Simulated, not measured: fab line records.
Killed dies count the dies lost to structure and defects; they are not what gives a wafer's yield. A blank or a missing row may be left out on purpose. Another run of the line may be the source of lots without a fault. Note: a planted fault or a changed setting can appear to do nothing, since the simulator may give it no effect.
Matching of chambers / flow n5_finfet / N5_BEOL_M12_CMP_49 on cmp-03 has 4 sister chambers
The step polishes, stops on SiOC, t overpolish 20.6 s, target thk 320 nm. 8 wafers are shown with their chamber, then 9 later ones without.

== WAFERS WITH THEIR CHAMBER ==
wafer=L082.3; chamber=0; motor_current_A (A)=5.6; barrier_field_endpoint_s (s)=30.9
wafer=L082.4; chamber=1; motor_current_A (A)=5.4; barrier_field_endpoint_s (s)=31.0
wafer=L082.5; chamber=0; motor_current_A (A)=5.7; barrier_field_endpoint_s (s)=30.7
wafer=L083.2; chamber=1; motor_current_A (A)=5.2; barrier_field_endpoint_s (s)=30.4
wafer=L083.5; chamber=2; motor_current_A (A)=6.2; barrier_field_endpoint_s (s)=29.1
wafer=L084.2; chamber=2; motor_current_A (A)=6.0; barrier_field_endpoint_s (s)=30.0
wafer=L084.3; chamber=3; motor_current_A (A)=7.6; barrier_field_endpoint_s (s)=30.3
wafer=L084.6; chamber=3; motor_current_A (A)=7.1; barrier_field_endpoint_s (s)=30.6

== WAFERS WITH NO CHAMBER GIVEN ==
wafer=L090.2; motor_current_A (A)=5.8; barrier_field_endpoint_s (s)=32.1
wafer=L090.3; motor_current_A (A)=5.5; barrier_field_endpoint_s (s)=31.7
wafer=L090.5; motor_current_A (A)=7.3; barrier_field_endpoint_s (s)=31.7
wafer=L088.1; motor_current_A (A)=5.9; barrier_field_endpoint_s (s)=29.8
wafer=L088.3; motor_current_A (A)=5.1; barrier_field_endpoint_s (s)=31.4
wafer=L088.4; motor_current_A (A)=7.3; barrier_field_endpoint_s (s)=30.2
wafer=L096.2; motor_current_A (A)=7.2; barrier_field_endpoint_s (s)=29.7
wafer=L096.4; motor_current_A (A)=5.4; barrier_field_endpoint_s (s)=30.2
wafer=L096.6; motor_current_A (A)=5.3; barrier_field_endpoint_s (s)=29.8

== EACH ONE'S CHAMBER ==
wafer=L090.2; from the rows above=can't be placed: 0 or 1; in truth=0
wafer=L090.3; from the rows above=can't be placed: 0 or 1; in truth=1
wafer=L090.5; from the rows above=3; in truth=3
wafer=L088.1; from the rows above=can't be placed: 2 or 0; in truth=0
wafer=L088.3; from the rows above=can't be placed: 1 or 0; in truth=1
wafer=L088.4; from the rows above=3; in truth=3
wafer=L096.2; from the rows above=3; in truth=3
wafer=L096.4; from the rows above=can't be placed: 1 or 0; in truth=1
wafer=L096.6; from the rows above=can't be placed: 1 or 0 or 2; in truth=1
Placed correctly: 3 of 9. Not placeable from these rows: 6 (in 6, the candidates include the true chamber). Wrongly placed: 0.
How it was worked out, from the rows above alone: a wafer's distance from a chamber is the root of the sum, over the readings, of the square of ((its reading less the chamber's mean) divided by the reading's scatter). The wafer belongs to the nearest chamber; if the next one is less than 2 further off, it can't be placed. For every chamber, the mean is computed from those of its wafers that are shown. The scatter is the square root of a quotient: the sum, over the shown wafers, of each reading's squared deviation from its chamber's mean, divided by wafers minus chambers.
